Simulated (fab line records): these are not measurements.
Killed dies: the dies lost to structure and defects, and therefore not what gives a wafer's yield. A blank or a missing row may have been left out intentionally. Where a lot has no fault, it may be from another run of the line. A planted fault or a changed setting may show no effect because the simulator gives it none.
fab line records	flow nand_harc	part 2 of 2: steps 4 to 6 of 6
[record] lots = 24	wafers = 72	last_day = 34
route steps=1302 shown P_M0@264 P_M2@335 P_BONDPAD@353
lots that met no fault: from a run of the same line without faults
start_h: the number of hours between the record's first day and the start of the first shown wafer of the lot	wait_h: hours since the lot's step before	" the same as in the row above	L1.1+2: one row covering several wafers at once	- no value, or no start given	* or withheld: withheld	< > ~ a bound
route shown NAME@n: NAME is a module with steps in the file, n the number in the route of the first one	usual: mean and standard deviation over wafers with no fault	same: alike in all rows	chamber/n: place in a boat	sites: per-site readings	_std_site: the values' standard deviation	_edge_site: inner sites' mean taken away from outer sites' mean	radius_mm: for every site, how far away it sits from the centre of the wafer	mask NAME#n: copy n	behind: tool/chamber where the wafer was last shaped	hold: why the lot went on hold/how many hours it stayed there/how the hold came to an end	device: names the non-switching transistor (n, p or np)	end of line: at the end of the route, the tests of the same wafers	step lacking rows: just its recipe	killed: dies lost to structure and defects at the first sort, not the wafer's yield	map: the dies of a wafer, with x for killed, . for not killed, _ for no die there
set.NAME: setting as actually run; set.NAME@STEP: the setting as run at that earlier step	model.NAME: the simulator's own value behind a step, which no gauge read
one table for each step of the route and one row for each wafer, over a sample of lots
services: from which hour (start_h, from the record's first day; less than 0 if before it) a tool's chamber was out of use, for how many hours, and why
[[steps]]
[step NHARC_P_M2_STRIP_18]
[recipe] power_w = 1000	n2_flow_sccm = 150	h2_flow_sccm = 150	ar_flow_sccm = 0	bias_w = 0	chemistry = N2/H2
[usual] drypump_motor_current_A = 5.6/0.5	oes_product_au = 0.998/0.0076	rf_vpp_V = 90.4/0.95	showerhead_plenum_p_Torr = 1.99/0.084	throttle_valve_pct = 14.171/0.009
lot.wafer	tool	chamber	start_h	wait_h	drypump_motor_current_A	oes_product_au	rf_hours_counter_h	rf_vpp_V	showerhead_plenum_p_Torr	throttle_valve_pct
L074.3	rie_diel-13	2	132.07	0.1	5.0	0.997	8.7	89.4	2.05	14.176
L074.5	"	2	"	"	5.0	0.991	-	90.9	2.05	14.180
L074.6	"	3	"	"	6.4	0.993	-	90.5	1.91	14.176
L076.3	rie_diel-06	1	146.13	0.1	6.4	0.990	0.6	89.9	1.93	14.189
L076.2	"	0	"	"	5.5	1.002	0.6	90.7	1.92	14.184
L076.6	"	2	"	"	5.0	0.998	-	90.1	2.09	14.170
L075.2	rie_diel-06	1	147.01	0.1	6.4	1.001	0.7	91.4	1.93	14.170
L075.5	"	2	"	"	5.0	1.006	-	91.5	2.09	14.160
L075.6	"	0	"	"	5.5	0.994	-	89.6	1.92	14.162
L077.2	rie_diel-05	2	158.02	0.1	6.2	1.017	4.7	91.2	1.97	14.167
L077.5	"	2	"	"	6.2	1.003	-	91.0	1.97	14.158
L077.6	"	3	"	"	5.2	0.998	-	91.4	2.03	14.160
L078.1	rie_diel-06	1	171.01	0.1	6.5	0.994	3.8	91.6	1.93	14.188
L078.4	"	1	"	"	6.4	0.995	-	90.1	1.93	14.186
L078.6	"	0	"	"	5.5	1.010	-	90.2	1.92	14.170
L079.1	rie_diel-05	3	181.71	0.1	5.2	0.995	5.9	90.8	2.03	14.155
L079.3	"	0	"	"	5.7	1.002	5.7	92.8	2.17	14.169
L079.5	"	3	"	"	5.2	1.013	-	88.9	2.03	14.162
L080.3	rie_diel-06	3	189.18	0.1	5.5	1.002	1.3	89.5	1.90	14.162
L080.2	"	1	"	"	6.4	0.993	4.2	90.1	1.93	14.180
L080.1	"	2	"	"	5.0	1.009	4.7	90.2	2.09	14.180
L081.1	rie_diel-06	1	204.67	0.1	6.4	0.996	4.9	90.4	1.93	14.189
L081.3	"	2	"	"	5.0	1.008	5.5	90.6	2.09	14.169
L081.6	"	3	"	"	5.5	1.001	-	89.8	1.90	14.173
L082.4	rie_diel-05	2	205.58	0.1	6.1	0.994	6.7	89.9	1.97	14.161
L082.2	"	3	"	"	5.2	1.002	6.9	90.4	2.03	14.186
L082.6	"	3	"	"	5.3	0.987	-	89.2	2.03	14.173
L083.2	rie_diel-13	3	219.25	0.1	6.3	0.998	3.4	90.5	1.91	14.170
L083.4	"	1	"	"	5.2	0.996	2.5	91.6	1.96	14.162
L083.5	"	2	"	"	5.0	0.999	-	91.2	2.05	14.172
L084.2	rie_diel-13	0	228.12	0.1	5.1	1.018	3.1	89.7	1.95	14.172
L084.4	"	1	"	"	5.2	1.000	2.5	90.9	1.96	14.176
L084.1	"	3	"	"	6.4	1.005	3.5	91.0	1.91	14.161
L085.2	rie_diel-06	0	241.65	0.1	5.4	1.006	7.1	89.2	1.92	14.160
L085.3	"	1	"	"	6.4	1.001	7.2	89.6	1.93	14.158
L085.4	"	2	"	"	5.0	0.995	7.4	89.8	2.09	14.159
L086.2	rie_diel-06	1	245.31	0.1	6.4	1.002	7.8	90.3	1.93	14.179
L086.4	"	2	"	"	5.0	1.001	8.5	91.5	2.09	14.177
L086.5	"	0	"	"	5.5	1.013	-	89.4	1.92	14.168
L087.3	rie_diel-05	3	258.44	0.1	5.2	0.993	2.2	91.6	2.02	14.179
L087.1	"	0	"	"	5.8	0.992	1.8	93.4	2.17	14.181
L087.2	"	1	"	"	6.2	0.996	1.9	89.8	1.93	14.162
L089.2	rie_diel-05	3	276.76	0.1	5.2	1.001	3.6	92.3	2.02	14.167
L089.1	"	0	"	"	5.7	1.005	3.4	91.5	2.17	14.171
L089.5	"	0	"	"	5.7	0.987	-	90.4	2.16	14.177
L088.1	rie_diel-05	3	282.57	0.1	5.2	0.984	3.8	91.7	2.02	14.170
L088.3	"	0	"	"	5.7	0.996	3.7	90.6	2.16	14.173
L088.2	"	2	"	"	6.2	0.998	3.7	89.7	1.97	14.187
L090.2	rie_diel-05	3	289.13	0.1	5.2	0.987	4.0	90.6	2.02	14.160
L090.5	"	3	"	"	5.2	0.999	-	91.5	2.02	14.164
L090.6	"	0	"	"	5.7	1.000	-	90.5	2.16	14.161
L091.3	rie_diel-05	1	304.44	0.1	6.2	0.987	4.2	90.7	1.93	14.173
L091.1	"	0	"	"	5.7	0.980	4.7	91.6	2.16	14.163
L091.5	"	2	"	"	6.1	0.995	-	90.7	1.97	14.175
L092.1	rie_diel-05	2	314.74	0.1	6.1	0.988	4.9	90.5	1.97	14.167
L092.4	"	3	"	"	5.2	0.991	5.1	91.2	2.02	14.163
L092.6	"	1	"	"	6.2	0.982	-	89.7	1.93	14.185
L093.2	rie_diel-13	2	319.16	0.1	5.0	0.996	4.0	90.2	2.05	14.154
L093.3	"	0	"	"	5.1	1.000	4.9	91.2	1.95	14.176
L093.5	"	3	"	"	6.4	0.996	-	90.0	1.91	14.164
L094.4	rie_diel-05	3	330.59	0.1	5.2	0.987	5.7	90.3	2.02	14.175
L094.3	"	0	"	"	5.7	1.000	5.5	90.8	2.16	14.179
L094.6	"	0	"	"	5.7	0.989	-	92.6	2.16	14.163
L095.4	rie_diel-06	0	336.21	0.1	5.5	0.997	1.3	88.6	1.92	14.174
L095.1	"	1	"	"	6.4	1.000	1.5	90.8	1.93	14.166
L095.5	"	0	"	"	5.5	1.004	-	89.0	1.92	14.163
L097.3	rie_diel-06	3	358.18	0.1	5.5	1.005	2.6	89.3	1.90	14.161
L097.4	"	1	"	"	6.4	0.992	2.4	89.9	1.93	14.177
L097.6	"	0	"	"	5.4	1.018	-	90.5	1.92	14.160
L096.2	rie_diel-06	0	383.94	0.1	5.5	1.001	3.6	88.5	1.92	14.189
L096.3	"	3	"	"	5.5	0.989	4.2	90.1	1.89	14.186
L096.6	"	1	"	"	6.5	0.984	-	89.2	1.93	14.165
[step NHARC_P_M2_CMP_23]
[recipe] t_overpolish_s = 20	target_thk_nm = 144.3
[usual] motor_current_A = 12.0/0.91	pad_life_wafers = 176/120	slurry_filter_dp_kPa = 13.50/0.13	time_to_endpoint_s = 28.3/2.6
lot.wafer	tool	chamber	start_h	wait_h	motor_current_A	pad_life_wafers	slurry_filter_dp_kPa	time_to_endpoint_s
L074.3	cmp-04	2	133.82	-	12.4	61	13.55	28.6
L074.5	"	1	"	"	12.5	-	13.40	26.7
L074.6	"	2	"	"	12.6	-	13.46	27.7
L076.3	cmp-04	1	148.04	-	12.9	126	13.50	27.6
L076.2	"	2	"	"	12.2	127	13.34	26.0
L076.6	"	2	"	"	12.3	-	13.54	25.2
L075.2	cmp-03	2	148.80	-	12.5	342	13.45	28.0
L075.6	"	2	"	"	13.9	-	13.47	26.0
L075.5	"	3	"	"	11.4	-	13.62	28.4
L077.2	cmp-03	1	159.81	-	10.6	380	13.52	30.7
L077.6	"	3	"	"	11.2	-	13.70	27.8
L077.5	"	0	"	"	13.1	-	13.49	28.9
L078.1	cmp-03	1	172.80	-	10.6	24	13.24	31.6
L078.4	"	0	"	"	12.5	27	13.59	28.8
L078.6	"	1	"	"	10.0	-	13.38	28.5
L079.1	cmp-04	1	183.46	-	12.4	252	13.60	23.9
L079.3	"	3	"	"	11.9	254	13.66	23.1
L079.5	"	1	"	"	12.5	-	13.49	23.7
L080.1	cmp-04	0	190.91	-	11.6	270	13.64	24.9
L080.3	"	1	"	"	12.1	271	13.74	27.0
L080.2	"	3	"	"	12.0	273	13.50	23.3
L081.1	cmp-04	1	206.40	-	12.7	302	13.33	26.2
L081.3	"	2	"	"	12.4	303	13.52	24.1
L081.6	"	3	"	"	11.6	-	13.35	23.3
L082.4	cmp-01	3	207.33	-	12.2	67	13.40	29.6
L082.2	"	1	"	"	11.3	69	13.49	27.4
L082.6	"	2	"	"	10.7	-	13.54	26.3
L083.4	cmp-04	3	221.01	-	12.1	32	13.69	28.7
L083.2	"	0	"	"	11.2	33	13.43	31.8
L083.5	"	2	"	"	12.1	-	13.61	29.9
L084.4	cmp-01	1	229.85	-	11.6	162	13.53	31.2
L084.1	"	3	"	"	12.3	164	13.50	32.5
L084.2	"	0	"	"	14.1	165	13.55	30.4
L085.4	cmp-01	2	243.40	-	11.3	216	13.40	33.1
L085.3	"	3	"	"	13.1	217	13.42	31.9
L085.2	"	1	"	"	11.5	219	13.53	29.9
L086.4	cmp-04	3	247.01	-	12.8	127	13.51	27.6
L086.2	"	1	"	"	12.9	129	13.61	27.3
L086.5	"	2	"	"	12.1	-	13.30	29.4
L087.3	cmp-03	0	260.13	-	12.2	360	13.37	31.1
L087.1	"	1	"	"	10.1	361	13.74	33.3
L087.2	"	3	"	"	11.3	363	13.54	30.4
L089.1	cmp-04	1	278.49	-	12.8	222	13.17	26.7
L089.2	"	3	"	"	11.8	224	13.55	26.9
L089.5	"	1	"	"	13.5	-	13.66	27.9
L088.3	cmp-04	2	284.35	-	12.3	234	13.71	29.8
L088.2	"	0	"	"	11.8	236	13.45	31.1
L088.1	"	1	"	"	12.9	237	13.55	30.2
L090.2	cmp-01	1	290.99	-	11.3	9	13.40	29.6
L090.6	"	2	"	"	11.5	-	13.70	27.4
L090.5	"	3	"	"	13.1	-	13.33	28.1
L091.3	cmp-03	2	306.15	-	12.9	150	13.43	26.8
L091.1	"	0	"	"	13.4	152	13.50	27.7
L091.5	"	2	"	"	14.0	-	13.43	24.9
L092.4	cmp-03	1	316.42	-	10.5	210	13.54	29.6
L092.1	"	2	"	"	13.2	211	13.64	27.4
L092.6	"	2	"	"	13.9	-	13.60	27.3
L093.3	cmp-01	0	320.91	-	13.4	175	13.60	27.4
L093.2	"	2	"	"	11.3	177	13.70	23.5
L093.5	"	3	"	"	13.0	-	13.86	26.0
L094.4	cmp-04	3	332.31	-	12.3	30	13.48	26.2
L094.3	"	2	"	"	12.1	33	13.44	26.2
L094.6	"	0	"	"	10.7	-	13.49	30.9
L095.4	cmp-04	1	337.90	-	12.6	54	13.66	29.2
L095.1	"	0	"	"	11.2	57	13.25	29.6
L095.5	"	2	"	"	11.1	-	13.27	26.5
L097.3	cmp-01	1	359.93	-	11.4	337	13.31	31.9
L097.4	"	3	"	"	12.8	339	13.47	32.7
L097.6	"	0	"	"	13.0	-	13.44	33.7
L096.2	cmp-03	0	385.68	-	12.5	72	13.57	29.5
L096.3	"	1	"	"	11.3	73	13.62	29.8
L096.6	"	1	"	"	10.4	-	13.57	29.8
[step NHARC_P_BONDPAD_THK_MEAS_33]
[recipe] thk_meas_gauge = ellipsometry
[usual] thk_nm = 199.9/1.3
lot.wafer	tool	chamber	start_h	wait_h	thk_nm
L074.3	film_metro-02	-	135.48	0.2	200.2
L074.5	"	-	"	"	199.9
L074.6	"	-	"	"	201.5
L076.2	film_metro-01	-	149.74	0.2	198.2
L076.3	"	-	"	"	197.8
L076.6	"	-	"	"	201.7
L075.2	film_metro-01	-	150.48	0.2	199.9
L075.5	"	-	"	"	200.4
L075.6	"	-	"	"	200.0
L077.2	film_metro-02	-	161.45	0.2	196.7
L077.5	"	-	"	"	201.1
L077.6	"	-	"	"	199.5
L078.1	film_metro-01	-	174.49	0.2	200.2
L078.4	"	-	"	"	199.7
L078.6	"	-	"	"	197.9
L079.1	film_metro-01	-	185.32	0.2	198.5
L079.3	"	-	"	"	202.1
L079.5	"	-	"	"	199.1
L080.1	film_metro-02	-	192.61	0.2	199.5
L080.2	"	-	"	"	197.8
L080.3	"	-	"	"	199.6
L081.1	film_metro-02	-	208.04	0.2	200.2
L081.3	"	-	"	"	197.1
L081.6	"	-	"	"	197.9
L082.2	film_metro-01	-	209.02	0.2	199.4
L082.4	"	-	"	"	198.7
L082.6	"	-	"	"	200.1
L083.2	film_metro-02	-	222.78	0.2	199.5
L083.4	"	-	"	"	202.1
L083.5	"	-	"	"	202.4
L084.1	film_metro-01	-	231.56	0.1	199.2
L084.2	"	-	"	"	200.5
L084.4	"	-	"	"	199.6
L085.2	film_metro-02	-	245.21	0.2	199.7
L085.3	"	-	"	"	201.6
L085.4	"	-	"	"	199.3
L086.2	film_metro-02	-	248.65	0.2	201.0
L086.4	"	-	"	"	201.7
L086.5	"	-	"	"	200.3
L087.1	film_metro-02	-	261.81	0.2	200.7
L087.2	"	-	"	"	200.5
L087.3	"	-	"	"	202.2
L089.1	film_metro-02	-	280.25	0.2	199.6
L089.2	"	-	"	"	201.5
L089.5	"	-	"	"	200.4
L088.1	film_metro-01	-	286.04	0.2	200.4
L088.2	"	-	"	"	200.4
L088.3	"	-	"	"	200.0
L090.2	film_metro-01	-	292.60	0.2	200.5
L090.5	"	-	"	"	201.4
L090.6	"	-	"	"	199.3
L091.1	film_metro-01	-	307.96	0.2	199.8
L091.3	"	-	"	"	198.3
L091.5	"	-	"	"	198.9
L092.1	film_metro-02	-	318.09	0.2	199.0
L092.4	"	-	"	"	197.7
L092.6	"	-	"	"	201.9
L093.2	film_metro-01	-	323.38	0.1	199.3
L093.3	"	-	"	"	199.2
L093.5	"	-	"	"	199.8
L094.3	film_metro-01	-	334.00	0.2	199.8
L094.4	"	-	"	"	199.7
L094.6	"	-	"	"	200.7
L095.1	film_metro-02	-	339.58	0.2	200.1
L095.4	"	-	"	"	199.8
L095.5	"	-	"	"	198.4
L097.3	film_metro-02	-	361.76	0.2	200.9
L097.4	"	-	"	"	201.7
L097.6	"	-	"	"	200.0
L096.2	film_metro-01	-	387.34	0.2	200.0
L096.3	"	-	"	"	197.7
L096.6	"	-	"	"	201.0
[[services]]
tool	chamber	start_h	hours	kind
cmp-04	-	111.00	4.0	pm
rie_diel-07	-	117.31	9.0	pm
cmp-04	-	121.82	0.8	repair
rie_diel-06	-	126.38	0.3	repair
cmp-04	-	128.64	1.3	repair
rie_diel-06	-	130.20	9.0	pm
rie_diel-06	3	141.87	29.6	repair
cmp-04	-	148.72	1.7	repair
rie_diel-05	-	150.08	0.4	repair
rie_diel-05	2	177.15	7.3	repair
cmp-04	-	191.31	2.4	repair
cmp-04	-	209.00	4.0	pm
rie_diel-05	-	229.60	9.0	pm
rie_diel-11	-	255.51	9.0	pm
rie_diel-05	-	277.82	2.1	repair
rie_diel-05	1	282.15	7.4	repair
rie_diel-07	-	284.00	0.4	repair
rie_diel-07	-	294.31	9.0	pm
cmp-04	-	302.78	13.3	repair
rie_diel-06	-	307.20	9.0	pm
cmp-04	-	316.11	4.0	pm
rie_diel-07	3	333.14	2.8	repair
cmp-04	-	363.76	0.6	repair
rie_diel-07	-	368.90	0.4	repair
